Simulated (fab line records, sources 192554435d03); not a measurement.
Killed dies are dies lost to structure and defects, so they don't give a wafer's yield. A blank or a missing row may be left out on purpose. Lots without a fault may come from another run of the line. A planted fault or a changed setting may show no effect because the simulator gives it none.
Problem report in the 8D (eight disciplines) form, filled by code | flow n5_finfet | the parts of the form that need people (team, actions taken, sign-off) are left out

1. THE PROBLEM
spin_speed_rpm at N5_BEOL_M2_COAT_68 reads a mean of 1688.2 rpm on 6 wafers of 2 lots; wafers without a fault read 1499.9 rpm with a standard deviation of 1. That is +99 or more standard deviations from the usual mean.
The step: time 60 s, resist thk 12 nm.
First seen on wafer L290.1, day 10 19:54, on litho_track-03. The record holds 27 wafers of 9 lots with a number at this step. Rule for "out", or "out of limits": more than 4 standard deviations from the usual mean. The other wafers with a number count as sound.

2. WHAT IT IS AND WHAT IT IS NOT
question                    | is                     | is not
which readings at this step | spin_speed_rpm         | chill_plate_temp_C
which lots                  | L290, L291             | L273, L274, L276, L281, L283, L285, L294
which wafers of those lots  | all that have a number | -
read on which tools         | litho_track-03         | litho_track-02, litho_track-04
when                        | from day 10 19:54      | up to then (18 sound wafers); but 3 sound wafers of L294 came after

3. SUSPECTS, AND WHAT RULES EACH OUT
Counting: a tool at a process step up to the reading stays a suspect if it ran every lot that is out and no sound lot after the first of them.
- litho_track-03 at N5_BEOL_M2_COAT_68 (time 60 s, resist thk 12 nm): kept. It ran every lot that is out, first L290 (day 10 19:54), and no sound lot after that; its last sound lot up to then is L285 (day 9 15:01). Its own readings are out on those wafers: spin_speed_rpm.
Left after counting: litho_track-03 at N5_BEOL_M2_COAT_68.

4. THE CAUSE (what the simulator had put in)
Process parameter drift: litho_track-03, from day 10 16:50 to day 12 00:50, at N5_BEOL_M2_COAT_68. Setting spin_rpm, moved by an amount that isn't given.
Counting left only this tool.

5. THE CHAIN OF EFFECTS, in route order
Each row: a reading whose mean over the struck wafers that have a number lies more than 3 standard deviations from the usual. Only readings for which the record gives a usual standard deviation are gone through. hours: the time from each lot's start at the first step in this table that gives one to its start at this step, as a median over the lots. sigmas: the change in usual standard deviations.
hours | step               | reading        | usual      | on struck wafers | change | sigmas
0     | N5_BEOL_M2_COAT_68 | spin_speed_rpm | 1499.9 rpm | 1688.2           | +188.3 | +99 or more
The process steps in it:
- N5_BEOL_M2_COAT_68: time 60 s, resist thk 12 nm.
Later measuring or inspecting steps at which every struck wafer that the step has a row for has a number for every such reading, and none has moved that far: N5_BEOL_M4_RC_MEAS_101.

6. WHAT WOULD HAVE CAUGHT IT SOONER
In this record the first reading out of limits was taken at day 10 19:54, 3 hours after the fault began at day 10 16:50.
